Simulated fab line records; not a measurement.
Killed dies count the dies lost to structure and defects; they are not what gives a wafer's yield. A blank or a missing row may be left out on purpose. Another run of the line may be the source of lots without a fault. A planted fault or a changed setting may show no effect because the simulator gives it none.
Matching of chambers :: flow n5Finfet :: N5_MOL_CONTACT_COAG_ALD_27 on aldSin-02 has 4 sister chambers
The step deposits SiOC, target thk 17 nm, pulse time 1.5 s, time 2720 s. 20 wafers are shown with their chamber, then 10 later ones without.

WAFERS PAIRED WITH THEIR CHAMBERS
wafer: L075.3
chamber: 1
heaterPowerOuterW (W): 481
heaterPowerW (W): 778
precursorPulseHeightRel: 1.015

wafer: L075.4
chamber: 0
heaterPowerOuterW (W): 457
heaterPowerW (W): 782
precursorPulseHeightRel: 1.039

wafer: L075.6
chamber: 3
heaterPowerOuterW (W): 508
heaterPowerW (W): 835
precursorPulseHeightRel: 1.012

wafer: L078.1
chamber: 3
heaterPowerOuterW (W): 507
heaterPowerW (W): 837
precursorPulseHeightRel: 1.009

wafer: L078.2
chamber: 2
heaterPowerOuterW (W): 485
heaterPowerW (W): 812
precursorPulseHeightRel: 0.971

wafer: L078.6
chamber: 3
heaterPowerOuterW (W): 517
heaterPowerW (W): 833
precursorPulseHeightRel: 1.002

wafer: L081.2
chamber: 2
heaterPowerOuterW (W): 481
heaterPowerW (W): 812
precursorPulseHeightRel: 0.976

wafer: L081.5
chamber: 1
heaterPowerOuterW (W): 481
heaterPowerW (W): 774
precursorPulseHeightRel: 0.998

wafer: L081.6
chamber: 0
heaterPowerOuterW (W): 463
heaterPowerW (W): 788
precursorPulseHeightRel: 0.995

wafer: L082.1
chamber: 3
heaterPowerOuterW (W): 509
heaterPowerW (W): 853
precursorPulseHeightRel: 1.002

wafer: L082.2
chamber: 0
heaterPowerOuterW (W): 472
heaterPowerW (W): 803
precursorPulseHeightRel: 0.984

wafer: L082.3
chamber: 1
heaterPowerOuterW (W): 497
heaterPowerW (W): 811
precursorPulseHeightRel: 1.005

wafer: L083.4
chamber: 2
heaterPowerOuterW (W): 489
heaterPowerW (W): 789
precursorPulseHeightRel: 0.972

wafer: L083.5
chamber: 0
heaterPowerOuterW (W): 471
heaterPowerW (W): 765
precursorPulseHeightRel: 1.003

wafer: L083.6
chamber: 1
heaterPowerOuterW (W): 477
heaterPowerW (W): 800
precursorPulseHeightRel: 0.981

wafer: L085.4
chamber: 0
heaterPowerOuterW (W): 468
heaterPowerW (W): 766
precursorPulseHeightRel: 1.003

wafer: L085.5
chamber: 3
heaterPowerOuterW (W): 522
heaterPowerW (W): 856
precursorPulseHeightRel: 0.994

wafer: L085.6
chamber: 2
heaterPowerOuterW (W): 499
heaterPowerW (W): 775
precursorPulseHeightRel: 0.952

wafer: L088.1
chamber: 2
heaterPowerOuterW (W): 497
heaterPowerW (W): 782
precursorPulseHeightRel: 0.992

wafer: L088.3
chamber: 0
heaterPowerOuterW (W): 461
heaterPowerW (W): 783
precursorPulseHeightRel: 1.003

SIGNATURES (averages over the wafers above)
reading: heaterPowerOuterW
chamber 0: 465.33
chamber 1: 484.00
chamber 2: 490.20
chamber 3: 512.60
scatter within a chamber: 7.17

reading: heaterPowerW
chamber 0: 781.17
chamber 1: 790.75
chamber 2: 794.00
chamber 3: 842.80
scatter within a chamber: 15

reading: precursorPulseHeightRel
chamber 0: 1.00450
chamber 1: 0.99975
chamber 2: 0.97260
chamber 3: 1.00380
scatter within a chamber: 0.0144
Rule: a wafer's distance from a chamber is the root of the sum, over the readings, of the square of ((its reading less the chamber's mean) divided by the reading's scatter). The wafer belongs to the nearest chamber; if the next one is less than 2 further off, it can't be placed. The scatter is the square root of a quotient: the sum, over the shown wafers, of each reading's squared deviation from its chamber's mean, divided by wafers minus chambers.

WAFERS WHOSE CHAMBER IS MISSING
wafer: L088.4
heaterPowerOuterW (W): 492
heaterPowerW (W): 763
precursorPulseHeightRel: 1.014

wafer: L090.3
heaterPowerOuterW (W): 503
heaterPowerW (W): 809
precursorPulseHeightRel: 0.992

wafer: L090.4
heaterPowerOuterW (W): 494
heaterPowerW (W): 794
precursorPulseHeightRel: 0.992

wafer: L090.6
heaterPowerOuterW (W): 496
heaterPowerW (W): 767
precursorPulseHeightRel: 1.011

wafer: L091.2
heaterPowerOuterW (W): 518
heaterPowerW (W): 864
precursorPulseHeightRel: 1.022

wafer: L091.4
heaterPowerOuterW (W): 452
heaterPowerW (W): 784
precursorPulseHeightRel: 0.999

wafer: L091.5
heaterPowerOuterW (W): 469
heaterPowerW (W): 788
precursorPulseHeightRel: 0.995

wafer: L093.1
heaterPowerOuterW (W): 484
heaterPowerW (W): 785
precursorPulseHeightRel: 1.007

wafer: L093.2
heaterPowerOuterW (W): 495
heaterPowerW (W): 784
precursorPulseHeightRel: 1.015

wafer: L093.6
heaterPowerOuterW (W): 505
heaterPowerW (W): 798
precursorPulseHeightRel: 0.953

EACH ONE'S CHAMBER
wafer: L088.4
from the rows above: can't be placed: 1 or 2 or 0
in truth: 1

wafer: L090.3
from the rows above: can't be placed: 2 or 3 or 1
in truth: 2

wafer: L090.4
from the rows above: can't be placed: 2 or 1
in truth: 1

wafer: L090.6
from the rows above: can't be placed: 1 or 2 or 0
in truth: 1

wafer: L091.2
from the rows above: 3
in truth: 3

wafer: L091.4
from the rows above: 0
in truth: 0

wafer: L091.5
from the rows above: can't be placed: 0 or 1
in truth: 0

wafer: L093.1
from the rows above: can't be placed: 1 or 2 or 0
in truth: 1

wafer: L093.2
from the rows above: can't be placed: 1 or 2
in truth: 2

wafer: L093.6
from the rows above: can't be placed: 2 or 1
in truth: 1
2 of 10 placed correctly. Not placeable from these rows: 8 (in 8, the candidates include the true chamber). Placed wrongly: 0.
